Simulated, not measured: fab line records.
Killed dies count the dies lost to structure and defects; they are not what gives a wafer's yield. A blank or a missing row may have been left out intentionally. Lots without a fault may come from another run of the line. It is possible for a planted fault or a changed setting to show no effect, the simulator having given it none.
Lot-split experiment || flow n5_finfet || route with 1938 steps; 7 lots, 21 wafers read

## SPLIT DETAILS
At N5_GATE_CUT_COAT_27 (time 60 s, resist thk 10 nm), the setting spin_rpm was moved away from the recipe's 1500 rpm on 7 of the 21 wafers read, by -10.5% to -4.7%. All remaining wafers had this setting at the recipe value.

The reading is taken at the split's own step.

## THE READING
underlayer_of_GATE_CUT_COAT_27.thk_nm (the simulator's own value, which no gauge read), in nm, at N5_GATE_CUT_COAT_27 (time 60 s, resist thk 10 nm). The file does not state a usual value for it.

{"wafer": "L074.1", "tool, chamber at the split": "litho_track-01, 0", "spin_rpm as run, rpm": 1500, "against the recipe": "recipe", "underlayer_of_GATE_CUT_COAT_27.thk_nm, nm": 10, "against lot-mates on the recipe": "-"}
{"wafer": "L074.4", "tool, chamber at the split": "litho_track-01, 0", "spin_rpm as run, rpm": 1500, "against the recipe": "recipe", "underlayer_of_GATE_CUT_COAT_27.thk_nm, nm": 10, "against lot-mates on the recipe": "-"}
{"wafer": "L074.5", "tool, chamber at the split": "litho_track-01, 0", "spin_rpm as run, rpm": 1500, "against the recipe": "recipe", "underlayer_of_GATE_CUT_COAT_27.thk_nm, nm": 10, "against lot-mates on the recipe": "-"}
{"wafer": "L079.3", "tool, chamber at the split": "litho_track-05, 0", "spin_rpm as run, rpm": 1500, "against the recipe": "recipe", "underlayer_of_GATE_CUT_COAT_27.thk_nm, nm": 10, "against lot-mates on the recipe": "-"}
{"wafer": "L079.4", "tool, chamber at the split": "litho_track-05, 0", "spin_rpm as run, rpm": 1500, "against the recipe": "recipe", "underlayer_of_GATE_CUT_COAT_27.thk_nm, nm": 10, "against lot-mates on the recipe": "-"}
{"wafer": "L079.5", "tool, chamber at the split": "litho_track-05, 0", "spin_rpm as run, rpm": 1500, "against the recipe": "recipe", "underlayer_of_GATE_CUT_COAT_27.thk_nm, nm": 10, "against lot-mates on the recipe": "-"}
{"wafer": "L080.1", "tool, chamber at the split": "litho_track-01, 0", "spin_rpm as run, rpm": 1388, "against the recipe": "-7.5%", "underlayer_of_GATE_CUT_COAT_27.thk_nm, nm": 10.4, "against lot-mates on the recipe": "+0.4"}
{"wafer": "L080.3", "tool, chamber at the split": "litho_track-01, 0", "spin_rpm as run, rpm": 1388, "against the recipe": "-7.5%", "underlayer_of_GATE_CUT_COAT_27.thk_nm, nm": 10.4, "against lot-mates on the recipe": "+0.4"}
{"wafer": "L080.5", "tool, chamber at the split": "litho_track-01, 0", "spin_rpm as run, rpm": 1500, "against the recipe": "recipe", "underlayer_of_GATE_CUT_COAT_27.thk_nm, nm": 10, "against lot-mates on the recipe": "-"}
{"wafer": "L082.2", "tool, chamber at the split": "litho_track-05, 0", "spin_rpm as run, rpm": 1500, "against the recipe": "recipe", "underlayer_of_GATE_CUT_COAT_27.thk_nm, nm": 10, "against lot-mates on the recipe": "-"}
{"wafer": "L082.6", "tool, chamber at the split": "litho_track-05, 0", "spin_rpm as run, rpm": 1500, "against the recipe": "recipe", "underlayer_of_GATE_CUT_COAT_27.thk_nm, nm": 10, "against lot-mates on the recipe": "-"}
{"wafer": "L082.4", "tool, chamber at the split": "litho_track-05, 0", "spin_rpm as run, rpm": 1429, "against the recipe": "-4.7%", "underlayer_of_GATE_CUT_COAT_27.thk_nm, nm": 10.2, "against lot-mates on the recipe": "+0.2"}
{"wafer": "L083.2", "tool, chamber at the split": "litho_track-03, 0", "spin_rpm as run, rpm": 1500, "against the recipe": "recipe", "underlayer_of_GATE_CUT_COAT_27.thk_nm, nm": 10, "against lot-mates on the recipe": "-"}
{"wafer": "L083.4", "tool, chamber at the split": "litho_track-03, 0", "spin_rpm as run, rpm": 1500, "against the recipe": "recipe", "underlayer_of_GATE_CUT_COAT_27.thk_nm, nm": 10, "against lot-mates on the recipe": "-"}
{"wafer": "L083.6", "tool, chamber at the split": "litho_track-03, 0", "spin_rpm as run, rpm": 1500, "against the recipe": "recipe", "underlayer_of_GATE_CUT_COAT_27.thk_nm, nm": 10, "against lot-mates on the recipe": "-"}
{"wafer": "L088.2", "tool, chamber at the split": "litho_track-03, 0", "spin_rpm as run, rpm": 1342, "against the recipe": "-10.5%", "underlayer_of_GATE_CUT_COAT_27.thk_nm, nm": 10.6, "against lot-mates on the recipe": "+0.6"}
{"wafer": "L088.3", "tool, chamber at the split": "litho_track-03, 0", "spin_rpm as run, rpm": 1342, "against the recipe": "-10.5%", "underlayer_of_GATE_CUT_COAT_27.thk_nm, nm": 10.6, "against lot-mates on the recipe": "+0.6"}
{"wafer": "L088.4", "tool, chamber at the split": "litho_track-03, 0", "spin_rpm as run, rpm": 1500, "against the recipe": "recipe", "underlayer_of_GATE_CUT_COAT_27.thk_nm, nm": 10, "against lot-mates on the recipe": "-"}
{"wafer": "L095.2", "tool, chamber at the split": "litho_track-01, 0", "spin_rpm as run, rpm": 1500, "against the recipe": "recipe", "underlayer_of_GATE_CUT_COAT_27.thk_nm, nm": 10, "against lot-mates on the recipe": "-"}
{"wafer": "L095.3", "tool, chamber at the split": "litho_track-01, 0", "spin_rpm as run, rpm": 1373, "against the recipe": "-8.5%", "underlayer_of_GATE_CUT_COAT_27.thk_nm, nm": 10.4, "against lot-mates on the recipe": "+0.4"}
{"wafer": "L095.6", "tool, chamber at the split": "litho_track-01, 0", "spin_rpm as run, rpm": 1373, "against the recipe": "-8.5%", "underlayer_of_GATE_CUT_COAT_27.thk_nm, nm": 10.4, "against lot-mates on the recipe": "+0.4"}

FIT RESULTS
A straight line over all 21 wafers: underlayer_of_GATE_CUT_COAT_27.thk_nm changes by -0.0531 nm for each +1% of spin_rpm; r = -0.99; the points scatter about the line by 0.024 nm.
The same after taking each lot's own level away (the mean of its wafers on the recipe; 21 wafers): -0.0531 nm for each +1%; r = -0.99; scatter 0.024 nm.
The reading moves by 0.56 nm for the largest change in spin_rpm, on that fit.
The lots' own levels span 10.00 to 10.00 nm.
So the lot-to-lot level changes the slope little: the two slopes agree.
Check: +0.544 nm against its lot-mates is what the line predicts for one of the wafers moved furthest among these (-10.5%) when that wafer is left out of the fit. It came out at +0.6 nm against them.

## OTHER SPLITS ON THESE WAFERS
Other splits were also applied to these wafers ahead of the reading. Each is held against what the fit with the lots' levels taken away leaves over:
{"other split on the same wafers": "N5_DUMMY_GATE_EXPOSE_12 dose_mj", "wafers away from the commonest value": 8, "r with underlayer_of_GATE_CUT_COAT_27.thk_nm (lot level and that fit taken away)": "+0.18"}
{"other split on the same wafers": "N5_SD_EPI_N_EPI_21 epi_growth_time_s", "wafers away from the commonest value": 6, "r with underlayer_of_GATE_CUT_COAT_27.thk_nm (lot level and that fit taken away)": -0.02}
{"other split on the same wafers": "N5_HKMG_FIN_EXPOSE_09 dose_mj", "wafers away from the commonest value": 5, "r with underlayer_of_GATE_CUT_COAT_27.thk_nm (lot level and that fit taken away)": "+0.02"}

## THE FILE'S OWN FIT
underlayer_of_GATE_CUT_COAT_27.thk_nm changes by -0.0523 nm for each +1% of spin_rpm, r = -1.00.
